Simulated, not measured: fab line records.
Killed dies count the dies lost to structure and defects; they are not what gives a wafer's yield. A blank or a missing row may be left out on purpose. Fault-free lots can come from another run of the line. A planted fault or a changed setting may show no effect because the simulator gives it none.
Matching of chambers :: flow nandHarc :: NHARC_A_WL_FILL_STRIP_29 on rieDiel-09 has 4 sister chambers
The step strips in O2, time 20 s. 4 wafers are shown with their chamber, then 8 later ones without.

## WAFERS, EACH WITH ITS CHAMBER
wafer: L080.6
chamber: 1
drypumpMotorCurrentA (A): 6.1

wafer: L079.5
chamber: 3
drypumpMotorCurrentA (A): 5.2

wafer: L079.6
chamber: 0
drypumpMotorCurrentA (A): 4.9

wafer: L083.2
chamber: 2
drypumpMotorCurrentA (A): 5.0

## WAFERS WITHOUT THEIR CHAMBER
wafer: L083.5
drypumpMotorCurrentA (A): 6.1

wafer: L083.6
drypumpMotorCurrentA (A): 4.9

wafer: L082.1
drypumpMotorCurrentA (A): 5.0

wafer: L082.3
drypumpMotorCurrentA (A): 5.0

wafer: L082.5
drypumpMotorCurrentA (A): 5.1

wafer: L090.2
drypumpMotorCurrentA (A): 4.9

wafer: L090.4
drypumpMotorCurrentA (A): 5.2

wafer: L090.6
drypumpMotorCurrentA (A): 5.0

## CHAMBER TAKEN BY EACH
wafer: L083.5
from the rows above: 1
in truth: 1

wafer: L083.6
from the rows above: 0
in truth: 0

wafer: L082.1
from the rows above: 2
in truth: 2

wafer: L082.3
from the rows above: 2
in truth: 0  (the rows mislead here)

wafer: L082.5
from the rows above: can't be placed: 2 or 3
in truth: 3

wafer: L090.2
from the rows above: 0
in truth: 0

wafer: L090.4
from the rows above: 3
in truth: 3

wafer: L090.6
from the rows above: 2
in truth: 2
6 of 8 placed correctly. Not placeable from these rows: 1 (in 1, the candidates include the true chamber). Number placed wrongly: 1.
How it was worked out, from the rows above alone: a wafer's distance from a chamber is the root of the sum, over the readings, of the square of ((its reading less the chamber's mean) divided by the reading's scatter). If the next closest chamber is less than 2 further off than the closest, the wafer can't be placed; otherwise it belongs to the closest. For every chamber, the mean is computed from those of its wafers that are shown. The scatter: root of mean squared gap, hidden wafer to nearest shown wafer, with one shown wafer a chamber.
